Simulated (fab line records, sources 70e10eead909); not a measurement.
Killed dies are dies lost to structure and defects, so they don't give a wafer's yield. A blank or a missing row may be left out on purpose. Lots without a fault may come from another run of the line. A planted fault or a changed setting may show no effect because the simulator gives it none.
fab line records | flow nand_harc
record lots=6 wafers=18 last_day=33
route steps=1302 shown A_CONTACT@1100 A_BLC@1107
lots that met no fault: from a run of the same line without faults
start_h: hours from the record's first day to the start of the lot's first wafer shown | wait_h: hours since the lot's step before | " the same as in the row above | L1.1+2: a row that stands for several wafers | - no value, or no start given | * or withheld: withheld | < > ~ a bound
route shown NAME@n: a module of which the file shows steps, and the number in the route of the first | usual: mean/standard deviation of fault-free wafers | same: alike in all rows | chamber/n: place in a boat | sites: the reading at each site | _std_site: their standard deviation | _edge_site: outer sites' mean less inner sites' | radius_mm: how far each site lies from the wafer's centre | mask NAME#n: copy n | behind: the tool/chamber that last shaped the wafer | hold: why the lot was held/for how many hours/how that ended | device: the transistor (n, p or np) that didn't switch | end of line: the same wafers' tests at the end of the route | a step without rows: its recipe alone | killed: dies lost to structure and defects at the first sort, not the wafer's yield | map: a wafer's dies, x killed, . not, _ none there
set.NAME: the setting as run; set.NAME@STEP: as run at that earlier step | model.NAME: the simulator's own value behind a step, which no gauge read
lots at some steps of the route; a table a step, a row a wafer
services: from which hour (start_h, from the record's first day; less than 0 if before it) a tool's chamber was out of use, for how many hours, and why
## steps
# step NHARC_A_CONTACT_STRIP_27
# recipe time_s=600 temp_c=30 chemistry=post_etch_residue_remover
# step NHARC_A_CONTACT_ALD_18
# recipe target_thk_a=30 pulse_time_s=1 ald_cycles=150 temp_c=450 material=TiN
# usual heater_power_w=1090/79 precursor_pulse_height_rel=0.998/0.019
# same ald_cycles=150
# columns lot.wafer tool chamber start_h wait_h heater_power_w precursor_pulse_height_rel
L199.1 ald_metal-01 2 588.79 - 1257 0.968
L199.4 " 2 " " 1267 0.984
L199.6 " 1 " " 1044 0.990
L198.3 ald_metal-04 2 589.11 - 1082 0.984
L198.2 " 3 " " 1112 0.975
L198.5 " 1 " " 1070 0.973
L209.1 ald_metal-03 3 701.70 - 1116 0.985
L209.4 " 0 " " 1085 1.015
L209.3 " 1 " " 991 0.986
L212.1 ald_metal-03 1 712.70 - 980 1.022
L212.4 " 3 " " 1113 1.022
L212.5 " 2 " " 934 0.968
L213.4 ald_metal-04 3 734.13 - 1153 0.998
L213.1 " 1 " " 1159 0.990
L213.6 " 3 " " 1152 1.018
L214.1 ald_metal-04 2 747.29 - 1066 1.022
L214.2 " 0 " " 1200 1.003
L214.4 " 1 " " 1181 0.954
# step NHARC_A_CONTACT_CVD_19
# recipe target_thk_a=3000 temp_c=300 pressure_torr=40 wf6_flow_sccm=40 h2_flow_sccm=1600 ar_flow_sccm=1560 time_s=802 material=W
# usual chamber_pressure_Torr=40.02/0.088 heater_power_w=482/41 throttle_valve_pct=8.0/0.3
# columns lot.wafer tool chamber start_h wait_h chamber_pressure_Torr heater_power_w throttle_valve_pct
L199.1 cvd_w-01 1 - - 40.08 499 8.2
L199.4 " 0 " " 40.14 446 8.3
L199.6 " 0 " " 40.24 453 8.3
L198.2 cvd_w-02 1 - - 40.09 512 7.4
L198.3 " 0 " " 39.96 463 7.9
L198.5 " 1 " " 40.19 532 7.7
L209.1 cvd_w-01 0 - - 39.94 440 8.2
L209.3 " 1 " " 40.00 508 8.2
L209.4 " 0 " " 39.99 455 8.1
L212.1 cvd_w-01 0 - - 40.05 458 8.0
L212.4 " 0 " " 40.00 461 8.3
L212.5 " 0 " " 40.15 454 8.2
L213.1 cvd_w-02 0 - - 39.99 420 8.1
L213.4 " 1 " " 39.93 535 7.5
L213.6 " 0 " " 40.25 421 8.2
L214.1 cvd_w-02 0 - - 40.17 413 7.9
L214.2 " 1 " " 40.06 545 7.6
L214.4 " 1 " " 39.97 542 7.3
# step NHARC_A_CONTACT_CMP_20
# recipe t_overpolish_s=30 target_thk_nm=300
# usual motor_current_A=12.1/1.2 overpolish_run_s=29.999/0.0098 time_to_endpoint_s=60.0/2.9
# columns lot.wafer tool chamber start_h wait_h motor_current_A overpolish_run_s time_to_endpoint_s
L199.1 cmp-01 1 589.93 0.6 12.9 29.982 59.8
L199.4 " 0 " " 12.1 30.010 60.8
L199.6 " 2 " " 10.5 29.994 62.7
L198.3 cmp-02 3 590.20 0.4 12.1 29.983 59.6
L198.2 " 0 " " 12.1 29.989 61.8
L198.5 " 2 " " 13.3 29.996 56.9
L209.4 cmp-01 2 702.82 0.4 10.9 30.001 59.6
L209.3 " 3 " " 12.1 29.998 55.3
L209.1 " 0 " " 11.9 30.005 60.6
L212.4 cmp-01 1 713.80 0.5 12.0 29.994 59.9
L212.1 " 3 " " 12.3 30.011 55.1
L212.5 " 1 " " 13.3 29.980 57.3
L213.1 cmp-01 3 735.18 0.8 11.5 30.003 54.2
L213.4 " 2 " " 10.8 29.992 59.4
L213.6 " 3 " " 11.6 29.984 52.3
L214.2 cmp-02 1 748.37 0.6 11.8 30.010 65.2
L214.1 " 3 " " 12.3 29.994 57.4
L214.4 " 0 " " 11.1 29.992 63.8
# step NHARC_A_CONTACT_SRD_22
# step NHARC_A_CONTACT_INSPECT_23
# usual raw_defect_count=533/140
# columns lot.wafer tool chamber start_h wait_h raw_defect_count
L199.1 defect_inspect-01 - 590.33 0.1 473
L199.4 " - " " 414
L199.6 " - " " 363
L198.2 defect_inspect-01 - 590.57 0.1 586
L198.3 " - " " 565
L198.5 " - " " 559
L209.1 defect_inspect-01 - 703.20 0.1 824
L209.3 " - " " 533
L209.4 " - " " 526
L212.1 defect_inspect-02 - 714.20 0.1 679
L212.4 " - " " 672
L212.5 " - " " 501
L213.1 defect_inspect-02 - 735.58 0.1 762
L213.4 " - " " 532
L213.6 " - " " 535
L214.1 defect_inspect-01 - 748.78 0.1 715
L214.2 " - " " 663
L214.4 " - " " 548
# step NHARC_A_BLC_DEHYDRATE_00
# recipe temp_c=150 time_s=120
# step NHARC_A_BLC_HMDS_01
# recipe time_s=30
# step NHARC_A_BLC_COAT_02
# recipe temp_c=260 time_s=75
# step NHARC_A_BLC_COAT_03
# recipe temp_c=225 time_s=65
# step NHARC_A_BLC_COAT_04
# recipe spin_rpm=1500 resist_thk_nm=90
# step NHARC_A_BLC_SOFTBAKE_05
# recipe temp_c=105 time_s=55
# usual heater_power_total_W=188.47/0.14 plate_temp_C=105.03/0.15
# columns lot.wafer tool chamber start_h wait_h heater_power_total_W plate_temp_C
L199.1 litho_track-04 0 590 - 188.32 105.07
L199.4 " 0 " " 188.38 105.11
L199.6 " 0 " " 188.67 105.16
L198.2 litho_track-06 0 590 - 188.35 104.78
L198.3 " 0 " " 188.68 104.90
L198.5 " 0 " " 188.40 104.86
L209.1 litho_track-04 0 703 - 185.37 104.86
L209.3 " 0 " " 185.20 104.88
L209.4 " 0 " " 185.29 104.97
L212.1 litho_track-04 0 714 - 185.41 105.12
L212.4 " 0 " " 185.17 105.03
L212.5 " 0 " " 185.31 105.10
L213.1 litho_track-01 0 735 - 188.44 105.00
L213.4 " 0 " " 188.41 104.94
L213.6 " 0 " " 188.75 105.02
L214.1 litho_track-06 0 748 - 188.51 104.82
L214.2 " 0 " " 188.41 104.97
L214.4 " 0 " " 188.53 104.94
# step NHARC_A_BLC_EBR_06
## services
# columns tool chamber start_h hours kind
ald_metal-03 - 568.00 10.0 pm
cmp-02 - 572.45 0.7 repair
cmp-01 - 577.61 4.0 pm
ald_metal-03 0 595.72 22.7 repair
ald_metal-04 - 618.60 3.3 repair
cvd_w-01 - 623.89 1.2 repair
cmp-02 - 624.56 4.0 pm
cvd_w-02 - 625.20 0.7 repair
cvd_w-02 - 631.00 13.0 pm
cmp-01 - 638.15 0.9 repair
ald_metal-03 3 642.41 6.8 repair
cmp-02 - 646.20 1.6 repair
ald_metal-04 - 652.00 10.0 pm
cmp-01 - 675.61 4.0 pm
cmp-02 - 686.12 1.7 repair
cmp-01 - 697.89 0.4 repair
cmp-02 - 698.57 1.7 repair
litho_track-06 - 704.00 7.0 pm
ald_metal-03 3 716.06 3.9 repair
cmp-02 - 722.56 4.0 pm
litho_track-04 - 728.00 7.0 pm
cvd_w-01 - 728.18 13.0 pm
ald_metal-03 0 740.28 5.9 repair
ald_metal-03 - 746.00 10.0 pm
## key
first_sign step=NHARC_A_BLC_SOFTBAKE_05 reading=heater_power_total_W direction=down sigmas=23 usual=* struck=*
effect none on later readings
met_at NHARC_A_BLC_SOFTBAKE_05
struck_wafers L209.1,L209.3,L209.4,L212.1,L212.4,L212.5
tester_left_out L209,L212
onset_between 590 703
fault kind=process_parameter_drift tool=litho_track-04 chamber=- onset_h=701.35 steps=NHARC_A_BLC_SOFTBAKE_05 channel=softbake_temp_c offset=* shape=step end_h=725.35 acts_in=* stated=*
# tester_left_out: of these lots the tester's yield and bins aren't shown, on N5 and GAA mostly nor the transistor test; their killed dies are dies lost to structure and defects alone, not to doping, threshold or leakage, so they don't give the yield
